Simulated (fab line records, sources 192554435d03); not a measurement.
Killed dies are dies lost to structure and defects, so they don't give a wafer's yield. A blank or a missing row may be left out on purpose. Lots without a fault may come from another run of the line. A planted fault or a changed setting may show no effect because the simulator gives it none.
fab line records | flow n5_finfet
record lots=7 wafers=21
route steps=1938 shown SDB@348 HKMG_FIN@402 MOL_CONTACT_COAG@554
start_h: hours from the record's first day to the start of the lot's first wafer shown | wait_h: hours since the lot's step before | " the same as in the row above | L1.1+2: a row that stands for several wafers | - no value, or no start given | * or withheld: withheld | < > ~ a bound
route shown NAME@n: a module of which the file shows steps, and the number in the route of the first | usual: mean/standard deviation of fault-free wafers | same: alike in all rows | chamber/n: place in a boat | sites: the reading at each site | _std_site: their standard deviation | _edge_site: outer sites' mean less inner sites' | radius_mm: how far each site lies from the wafer's centre | mask NAME#n: copy n | behind: the tool/chamber that last shaped the wafer | hold: why the lot was held/for how many hours/how that ended | device: the transistor (n, p or np) that didn't switch | end of line: the same wafers' tests at the end of the route | a step without rows: its recipe alone | killed: dies lost to structure and defects at the first sort, not the wafer's yield | map: a wafer's dies, x killed, . not, _ none there
set.NAME: the setting as run; set.NAME@STEP: as run at that earlier step | model.NAME: the simulator's own value behind a step, which no gauge read
lots whose settings were changed on purpose; a table a step, a row a wafer
## steps
# step N5_SDB_COAT_03
# recipe resist=SOC temp_c=250 time_s=60 spin_rpm=1500 resist_thk_nm=100
# columns lot.wafer tool chamber start_h wait_h set.spin_rpm model.SOC_of_SDB_COAT_03.thk_nm
L076.1 litho_track-03 0 80.40 0.1 1438 102.2
L076.4 " 0 " " 1500 100.2
L076.5 " 0 " " 1500 100
L079.3 litho_track-05 0 97.32 0.1 1500 99.8
L079.4 " 0 " " 1627 96.2
L079.6 " 0 " " 1627 96
L080.4+5 litho_track-03 0 106.18 0.0 1500 100
L080.6 " 0 " " 1500 100.4
L084.1 litho_track-04 0 126.61 0.1 1500 100.4
L084.4+5 " 0 " " 1500 100.2
L090.1+2 litho_track-04 0 162.99 0.1 1500 100.4
L090.4 " 0 " " 1630 96.4
L095.1 litho_track-03 0 193.53 0.1 1500 99.8
L095.2 " 0 " " 1395 103.2
L095.4 " 0 " " 1395 103.4
L097.1 litho_track-05 0 222.86 0.1 1450 102
L097.5 " 0 " " 1450 102.4
L097.6 " 0 " " 1450 102.2
# step N5_SDB_COAT_04
# recipe resist=SiARC temp_c=220 time_s=60 spin_rpm=1500 resist_thk_nm=18
# step N5_SDB_COAT_05
# recipe resist=CAR-ArF spin_rpm=1500 resist_thk_nm=90
# step N5_SDB_DESCUM_16
# recipe chemistry=O2 time_s=7.9 source_power_w=50 bias_power_w=20 pressure_mtorr=20 rf_frequency_hz=2.712e+07 temp_c=40 resist=CAR-ArF o2_flow_sccm=225
# step N5_SDB_ETCH_17
# recipe chemistry=CF4 target=SiARC target_depth_a=234 mask_material=CAR-ArF time_s=39 ion_energy_ev=80 pressure_mtorr=40 source_w=545 bias_w=36 Ar_flow_sccm=100 cf4_flow_sccm=100 ends=cleared
# step N5_SDB_ETCH_18
# recipe chemistry=N2/H2 target=SOC target_depth_a=1000 overetch_a=200 mask_material=SiARC temp_c=40 time_s=150 ion_energy_ev=200 pressure_mtorr=30 source_w=840 bias_w=150 n2_flow_sccm=200 h2_flow_sccm=200
# columns lot.wafer tool chamber start_h wait_h set.spin_rpm@SDB_COAT_03 model.etch.depth_nm
L076.1 rie_diel-01 1 80.93 0.0 1438 102.1
L076.4 " 0 " " 1500 100.2
L076.5 " 2 " " 1500 100
L079.3 rie_diel-04 3 97.84 0.0 1500 99.82
L079.4 " 2 " " 1627 96.11
L079.6 " 3 " " 1627 95.95
L080.4 rie_diel-03 3 106.58 0.0 1500 100
L080.5 " 0 " " 1500 99.92
L080.6 " 1 " " 1500 100.3
L084.1 rie_diel-04 2 127.14 0.0 1500 100.4
L084.4 " 3 " " 1500 100.2
L084.5 " 0 " " 1500 100.1
L090.1+2 rie_diel-03 2,1 163.51 0.0 1500 100.4
L090.4 " 0 " " 1630 96.43
L095.1 rie_diel-04 2 194.43 0.0 1500 99.73
L095.2 " 0 " " 1395 103.2
L095.4 " 1 " " 1395 103.3
L097.1 rie_diel-01 1 223.27 0.0 1450 102
L097.5 " 2 " " 1450 102.3
L097.6 " 3 " " 1450 102.1
# step N5_SDB_STRIP_19
# recipe chemistry=N2/H2 temp_c=40 n2_flow_sccm=200 h2_flow_sccm=200 rf_frequency_hz=6e+07
# step N5_SDB_STRIP_21
# recipe chemistry=CF4 resist=SiARC power_w=300 bias_power_w=75 pressure_mtorr=50 cf4_flow_sccm=150 rf_frequency_hz=6e+07
# step N5_SDB_HM_OPEN_20
# recipe chemistry=CH3F/O2 target=SiNx mask_material=SOC target_depth_a=240 stop_on=poly-Si over_etch_frac=0.4 ion_energy_ev=120 pressure_mtorr=30 source_w=395 bias_w=73 Ar_flow_sccm=150 CH3F_flow_sccm=30 O2_flow_sccm=20
# step N5_SDB_STRIP_22
# recipe chemistry=N2/H2 power_w=1000 temp_c=250 h2_frac=0.65 overash_fraction=0.3 pressure_mtorr=withheld n2_flow_sccm=1750 h2_flow_sccm=3250
# usual strip_time_to_endpoint_s=96.3/0.3
# columns lot.wafer tool chamber start_h wait_h set.spin_rpm@SDB_COAT_03 strip_time_to_endpoint_s
L076.1 plasma_asher-01 0 81.17 0.1 1438 98.0
L076.4 " 0 " " 1500 96.5
L076.5 " 1 " " 1500 96.7
L079.3 plasma_asher-02 0 98.12 0.1 1500 96.5
L079.4 " 1 " " 1627 92.5
L079.6 " 1 " " 1627 92.9
L080.4 plasma_asher-02 1 106.86 0.1 1500 96.2
L080.5 " 0 " " 1500 96.1
L080.6 " 1 " " 1500 96.3
L084.1 plasma_asher-02 1 127.38 0.1 1500 96.5
L084.4 " 1 " " 1500 96.9
L084.5 " 1 " " 1500 96.3
L090.1 plasma_asher-01 0 163.75 0.1 1500 96.6
L090.2 " 1 " " 1500 96.3
L090.4 " 1 " " 1630 92.8
L095.1 plasma_asher-01 0 194.67 0.1 1500 95.8
L095.2 " 1 " " 1395 99.3
L095.4 " 0 " " 1395 99.4
L097.1 plasma_asher-01 1 223.50 0.1 1450 98.0
L097.5 " 1 " " 1450 98.4
L097.6 " 0 " " 1450 98.0
# step N5_HKMG_FIN_ETCH_54
# recipe chemistry=CF4 target=SiARC target_depth_a=455 mask_material=CAR-ArF time_s=75.8 ion_energy_ev=80 pressure_mtorr=40 source_w=545 bias_w=36 Ar_flow_sccm=100 cf4_flow_sccm=100 ends=cleared
# usual etch_rf_on_time_s=75.5/0.99 rf_vpp_V=184.5/1.3
# columns lot.wafer tool chamber start_h wait_h set.source_w etch_rf_on_time_s rf_vpp_V
L076.1 rie_diel-01 3 86.88 0.0 545 74.3 183.9
L076.4 " 0 " " 545 75.8 185.5
L076.5 " 3 " " 622 65.9 175.7
L079.3 rie_diel-03 0 103.49 0.0 545 74.6 184.0
L079.4 " 0 " " 476.8 84.0 192.3
L079.6 " 3 " " 545 75.2 185.4
L080.4 rie_diel-01 2 112.47 0.0 545 75.3 187.4
L080.5 " 3 " " 545 73.7 183.4
L080.6 " 0 " " 545 75.3 183.9
L084.1 rie_diel-03 3 132.63 0.0 545 75.9 184.9
L084.4 " 2 " " 452.3 89.2 194.5
L084.5 " 2 " " 452.3 90.8 194.8
L090.1 rie_diel-01 0 169.04 0.0 545 75.7 184.0
L090.2 " 3 " " 545 74.1 185.3
L090.4 " 1 " " 545 74.7 185.0
L095.1 rie_diel-04 2 200.02 0.0 545 75.5 183.9
L095.2 " 1 " " 641.3 66.1 175.9
L095.4 " 1 " " 545 76.3 185.8
L097.1 rie_diel-01 0 229.38 0.0 545 75.8 184.6
L097.5 " 2 " " 545 75.3 186.9
L097.6 " 1 " " 460.9 87.2 195.8
# step N5_HKMG_FIN_ETCH_58
# recipe chemistry=N2/H2 target=SOC target_depth_a=2158 ion_energy_ev=50 bias_w=13 time_s=741 pressure_mtorr=30 source_w=875 n2_flow_sccm=200 h2_flow_sccm=200
# usual rf_vpp_V=99.2/1.1
# columns lot.wafer tool chamber start_h wait_h set.bias_w rf_vpp_V model.SOC_of_HKMG_FIN_COAT_41.thk_nm model.etch.depth_nm model.HKMG_FIN.feature_depth_nm
L076.1 rie_diel-01 3 87.15 0.0 13 99.5 76.6 222 222
L076.4 " 0 " " 13 99.0 81.8 216.9 216.8
L076.5 " 3 " " 11.75 92.9 87.6 211.9 212
L079.3 rie_diel-03 0 103.75 0.0 13 98.7 84 217 217
L079.4 " 0 " " 13 98.9 84 216.8 216.8
L079.6 " 3 " " 13 99.8 85 215.6 215.6
L080.4 rie_diel-01 2 112.74 0.0 13 100.3 82.8 217.4 217.4
L080.5 " 3 " " 13 96.9 78.4 221.1 221.2
L080.6 " 0 " " 13 99.9 82 218.5 218.4
L084.1 rie_diel-03 3 132.89 0.0 13 98.4 87 214.4 214.4
L084.4 " 2 " " 13 100.3 88.2 211.8 211.8
L084.5 " 2 " " 13 98.1 86.8 213.6 213.6
L090.1 rie_diel-01 0 169.30 0.0 12.13 95.3 85.4 213.8 213.8
L090.2 " 3 " " 13 98.9 77.4 222.1 222
L090.4 " 1 " " 12.13 95.8 84 215.6 215.6
L095.1 rie_diel-04 2 200.28 0.0 13 100.3 82.4 217.6 217.6
L095.2 " 1 " " 13 98.9 83.4 215.6 215.6
L095.4 " 1 " " 13 101.0 83.8 216 216
L097.1 rie_diel-01 0 229.64 0.0 15.26 109.5 71.8 230.1 230.2
L097.5 " 2 " " 13 98.6 83.8 218 218
L097.6 " 1 " " 13 99.2 82.2 218.8 218.8
# step N5_HKMG_FIN_STRIP_93
# recipe chemistry=N2/H2 material=SOC time_s=20 power_w=500 temp_c=40 pressure_mtorr=50 rf_frequency_hz=6e+07 bias_power_w=8 h2_frac=0.5 n2_flow_sccm=300 h2_flow_sccm=300
# columns lot.wafer tool chamber start_h wait_h set.bias_w@HKMG_FIN_ETCH_58 model.SOC_of_HKMG_FIN_COAT_41.thk_nm
L076.1 rie_diel-01 3 87.57 0.2 13 66
L076.4 " 0 " " 13 71.6
L076.5 " 3 " " 11.75 77
L079.3 rie_diel-03 0 104.18 0.2 13 73.6
L079.4 " 0 " " 13 73.8
L079.6 " 3 " " 13 74.8
L080.4 rie_diel-01 2 113.16 0.2 13 72.4
L080.5 " 3 " " 13 67.8
L080.6 " 0 " " 13 71.6
L084.1 rie_diel-03 3 133.32 0.2 13 77
L084.4 " 2 " " 13 78.2
L084.5 " 2 " " 13 76.6
L090.1 rie_diel-01 0 169.73 0.2 12.13 75
L090.2 " 3 " " 13 67
L090.4 " 1 " " 12.13 73.8
L095.1 rie_diel-04 2 200.71 0.2 13 72.2
L095.2 " 1 " " 13 73.2
L095.4 " 1 " " 13 73.6
L097.1 rie_diel-01 0 230.07 0.2 15.26 61.6
L097.5 " 2 " " 13 73.4
L097.6 " 1 " " 13 72
# step N5_MOL_CONTACT_COAG_CMP_23
# recipe stop_on=SiO2 t_overpolish_s=1.5 post_cmp_clean=cu_alkaline down_force_psi=2 platen_rpm=50.289 pad_velocity_m_s=1.0006 target_thk_nm=0
# columns lot.wafer tool chamber start_h wait_h set.down_force_psi
L076.4+5 cmp-04 1,0 109.16 0.1 2
L076.1 " 3 " " 2.262
L079.3+4 cmp-01 1,2 124.22 0.1 1.854
L079.6 " 0 " " 2
L080.4+6+5 cmp-01 2,0,1 134.97 0.1 2
L084.1+4 cmp-01 0,1 154.69 0.1 1.862
L084.5 " 3 " " 2
L090.4+2 cmp-02 1,3 192.47 0.1 2
L090.1 " 2 " " 2.363
L095.1+2+4 cmp-02 0,1,2 222.36 0.0 2
L097.1+5 cmp-01 1,3 251.85 0.1 2
L097.6 " 2 " " 2.416
# step N5_MOL_CONTACT_COAG_WET_ETCH_26
# recipe target=Co target_depth_nm=13
# step N5_MOL_CONTACT_COAG_WET_ETCH_116
# recipe chemistry=SC1-inhibited target_depth_nm=4.6 dry=ipa_marangoni rinse_time_s=30 rinse_temp_c=23
# columns lot.wafer tool chamber start_h wait_h set.down_force_psi@MOL_CONTACT_COAG_CMP_23 model.SiNx_of_GATE_CUT_SAC_CAP_01.thk_nm
L076.1 wet_bench-03 1 109.62 0.0 2.262 18
L076.4+5 " 7,6 " " 2 18.2
L079.3 wet_bench-03 7 124.66 0.0 1.854 18.2
L079.4 " 4 " " 1.854 18.4
L079.6 " 6 " " 2 18.2
L080.4 wet_bench-04 4 135.39 0.0 2 18
L080.5+6 " 6,7 " " 2 18.2
L084.1+4 wet_bench-04 3,2 155.16 0.0 1.862 18.4
L084.5 " 6 " " 2 18.2
L090.1 wet_bench-06 5 192.94 0.0 2.363 17.8
L090.2+4 " 3,7 " " 2 18.2
L095.1+2+4 wet_bench-04 1,0,3 222.86 0.0 2 18.2
L097.1+5 wet_bench-03 1,7 252.23 0.0 2 18.2
L097.6 " 2 " " 2.416 17.8
# step N5_MOL_CONTACT_COAG_ALD_27
# recipe material=SiOC target_thk_a=170 temp_c=400 ald_precursor_family=carbosiloxane ald_co_reactant=H2-plasma pulse_time_s=1.5 time_s=2720 purge_time_s=2 co_reactant_purge_time_s=2 ald_cycles=340 pressure_torr=2
# columns lot.wafer tool chamber start_h wait_h set.ald_cycles model.SiOC_of_MOL_CONTACT_COAG_ALD_27.thk_nm
L076.1+4+5 ald_sin-01 1,0,3 110.38 0.5 340 17
L079.3+4 ald_sin-02 0,3 125.31 0.3 340 17
L079.6 " 3 " " 377 19
L080.4+5+6 ald_sin-04 3,1,0 136.48 0.8 340 17
L084.1+4 ald_sin-01 3,0 157.65 2.2 340 17
L084.5 " 1 " " 383 19.2
L090.1+2+4 ald_sin-02 0,3,2 193.29 0.0 340 17
L095.1+2+4 ald_sin-02 1,0,3 223.18 0.0 360 18
L097.1+6 ald_sin-04 3,1 252.55 0.0 377 18.8
L097.5 " 0 " " 340 17
# step N5_MOL_CONTACT_COAG_CMP_28
# recipe stop_on=SiNx t_overpolish_s=0.85 post_cmp_clean=alkaline_brush down_force_psi=4.15 platen_rpm=51.8 pad_velocity_m_s=1.0307 target_thk_nm=14.522
# step N5_MOL_CONTACT_COAG_THK_MEAS_29
# recipe reads=SiNx_of_GATE_CUT_PECVD_57+SiNx_of_GATE_CUT_SAC_CAP_01
# usual MD_CAP_THK=17.93/0.072
# columns lot.wafer tool chamber start_h wait_h set.down_force_psi@MOL_CONTACT_COAG_CMP_23 MD_CAP_THK[nm]
L076.1 film_metro-01 - 112.24 - 2.262 17.66
L076.4 " - " " 2 17.94
L076.5 " - " " 2 17.83
L079.3 film_metro-01 - 127.18 - 1.854 18.00
L079.4 " - " " 1.854 18.09
L079.6 " - " " 2 17.92
L080.4 film_metro-01 - 137.58 - 2 17.78
L080.5 " - " " 2 17.94
L080.6 " - " " 2 17.96
L084.1 film_metro-01 - 159.52 - 1.862 18.08
L084.4 " - " " 1.862 18.12
L084.5 " - " " 2 17.96
L090.1 film_metro-02 - 195.15 - 2.363 17.62
L090.2 " - " " 2 17.91
L090.4 " - " " 2 17.94
L095.1 film_metro-02 - 225.04 - 2 17.89
L095.2 " - " " 2 17.93
L095.4 " - " " 2 17.90
L097.1 film_metro-02 - 254.42 - 2 17.96
L097.5 " - " " 2 17.93
L097.6 " - " " 2.416 17.49
# step N5_MOL_CONTACT_COAG_ALD_123
# recipe material=SiNx target_thk_a=50 temp_c=400 ald_precursor_family=SiH2I2 ald_co_reactant=N2/H2-plasma pulse_time_s=1 purge_time_s=2 co_reactant_purge_time_s=2 ald_cycles=100 pressure_torr=2
# step N5_MOL_CONTACT_COAG_PECVD_31
# recipe material=SiO2 target_thk_a=460 temp_c=400 precursor=TEOS/O2 pressure_torr=6.5 rf_w=withheld teos_flow_sccm=withheld gas=O2 flow_sccm=2650 time_s=8.9
# step N5_MOL_CONTACT_COAG_VIA_ETCH_46
# recipe chemistry=C4F6/O2 target_depth_a=460 overetch_a=92 mask_material=SOC target=SiO2 bias_w=455 pressure_mtorr=10 time_s=40 source_w=325 Ar_flow_sccm=300 C4F6_flow_sccm=10 O2_flow_sccm=10 ion_energy_ev=575.3 ends=end_point
# step N5_MOL_CONTACT_COAG_STRIP_96
# recipe chemistry=N2/H2 power_w=500 temp_c=40 pressure_mtorr=50 rf_frequency_hz=6e+07 overash_fraction=0.3 bias_power_w=28 h2_frac=0.5 n2_flow_sccm=300 h2_flow_sccm=300
# step N5_MOL_CONTACT_COAG_ETCH_47
# recipe chemistry=CH3F/O2 target=SiNx target_depth_a=270 mask_material=SiO2 stop_on=W over_etch_frac=0.2 ion_energy_ev=120 endpoint=OES-CN pressure_mtorr=30 source_w=395 bias_w=73 Ar_flow_sccm=150 CH3F_flow_sccm=30 O2_flow_sccm=20 ends=end_point
# columns lot.wafer tool chamber start_h wait_h set.down_force_psi@MOL_CONTACT_COAG_CMP_23 model.etch.depth_nm
L076.1 rie_diel-04 2 113.86 0.0 2.262 17.7
L076.4 " 0 " " 2 17.96
L076.5 " 3 " " 2 17.84
L079.3 rie_diel-01 2 129.03 0.0 1.854 18.01
L079.4 " 1 " " 1.854 18.07
L079.6 " 3 " " 2 17.92
L080.4 rie_diel-04 0 140.88 0.0 2 17.81
L080.5 " 1 " " 2 17.98
L080.6 " 2 " " 2 17.94
L084.1 rie_diel-03 1 161.76 0.0 1.862 18.1
L084.4 " 0 " " 1.862 18.15
L084.5 " 3 " " 2 17.98
L090.1 rie_diel-03 0 197.10 0.0 2.363 17.62
L090.2 " 1 " " 2 17.93
L090.4 " 2 " " 2 17.92
L095.1 rie_diel-04 3 227.46 0.0 2 17.92
L095.2 " 2 " " 2 17.95
L095.4 " 1 " " 2 17.88
L097.1 rie_diel-01 0 256.04 0.0 2 17.96
L097.5 " 2 " " 2 18.01
L097.6 " 3 " " 2.416 17.51
# step N5_MOL_CONTACT_COAG_COAT_62
# recipe resist=SOC temp_c=250 time_s=60 spin_rpm=1500 resist_thk_nm=60
# columns lot.wafer tool chamber start_h wait_h set.spin_rpm model.SOC_of_MOL_CONTACT_COAG_COAT_62.thk_nm
L076.1+4 litho_track-01 0 114.13 0.0 1354 63.2
L076.5 " 0 " " 1500 60
L079.3+6 litho_track-01 0 129.30 0.0 1500 59.8
L079.4 " 0 " " 1380 62.4
L080.4 litho_track-03 0 141.12 0.0 1500 59.8
L080.5+6 " 0 " " 1500 60
L084.1 litho_track-03 0 162.03 0.0 1443 61
L084.4 " 0 " " 1500 59.8
L084.5 " 0 " " 1500 60
L090.1+4 litho_track-01 0 197.36 0.0 1500 59.8
L090.2 " 0 " " 1500 59.6
L095.1 litho_track-03 0 227.73 0.0 1500 60
L095.2 " 0 " " 1598 58.2
L095.4 " 0 " " 1598 58.4
L097.1 litho_track-01 0 256.31 0.0 1435 61.4
L097.5 " 0 " " 1500 60
L097.6 " 0 " " 1500 60.2
## key
split step=N5_SDB_COAT_03 setting=spin_rpm stated=1500 by=wafer
response step=N5_SDB_COAT_03 reading=model.SOC_of_SDB_COAT_03.thk_nm change=-0.466 per=1% r=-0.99
response step=N5_SDB_ETCH_18 reading=model.etch.depth_nm change=-0.469 per=1% r=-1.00
response step=N5_SDB_STRIP_22 reading=strip_time_to_endpoint_s change=* per=1% r=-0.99
split step=N5_HKMG_FIN_ETCH_54 setting=source_w stated=545 by=wafer
response step=N5_HKMG_FIN_ETCH_54 reading=etch_rf_on_time_s change=* per=1% r=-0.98
response step=N5_HKMG_FIN_ETCH_54 reading=rf_vpp_V change=-0.585 per=1% r=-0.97
split step=N5_HKMG_FIN_ETCH_58 setting=bias_w stated=13 by=wafer
response step=N5_HKMG_FIN_ETCH_58 reading=rf_vpp_V change=+0.608 per=1% r=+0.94
response step=N5_HKMG_FIN_ETCH_58 reading=model.SOC_of_HKMG_FIN_COAT_41.thk_nm change=-0.738 per=1% r=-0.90
response step=N5_HKMG_FIN_ETCH_58 reading=model.etch.depth_nm change=+0.74 per=1% r=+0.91
response step=N5_HKMG_FIN_ETCH_58 reading=model.HKMG_FIN.feature_depth_nm change=+0.74 per=1% r=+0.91
response step=N5_HKMG_FIN_STRIP_93 reading=model.SOC_of_HKMG_FIN_COAT_41.thk_nm change=-0.731 per=1% r=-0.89
split step=N5_MOL_CONTACT_COAG_CMP_23 setting=down_force_psi stated=2 by=wafer
response step=N5_MOL_CONTACT_COAG_WET_ETCH_116 reading=model.SiNx_of_GATE_CUT_SAC_CAP_01.thk_nm change=-0.0196 per=1% r=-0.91
response step=N5_MOL_CONTACT_COAG_THK_MEAS_29 reading=MD_CAP_THK change=-0.0194 per=1% r=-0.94
response step=N5_MOL_CONTACT_COAG_ETCH_47 reading=model.etch.depth_nm change=-0.0192 per=1% r=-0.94
split step=N5_MOL_CONTACT_COAG_ALD_27 setting=ald_cycles stated=340 by=wafer
response step=N5_MOL_CONTACT_COAG_ALD_27 reading=model.SiOC_of_MOL_CONTACT_COAG_ALD_27.thk_nm change=+0.174 per=1% r=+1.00
split step=N5_MOL_CONTACT_COAG_COAT_62 setting=spin_rpm stated=1500 by=wafer
response step=N5_MOL_CONTACT_COAG_COAT_62 reading=model.SOC_of_MOL_CONTACT_COAG_COAT_62.thk_nm change=-0.311 per=1% r=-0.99
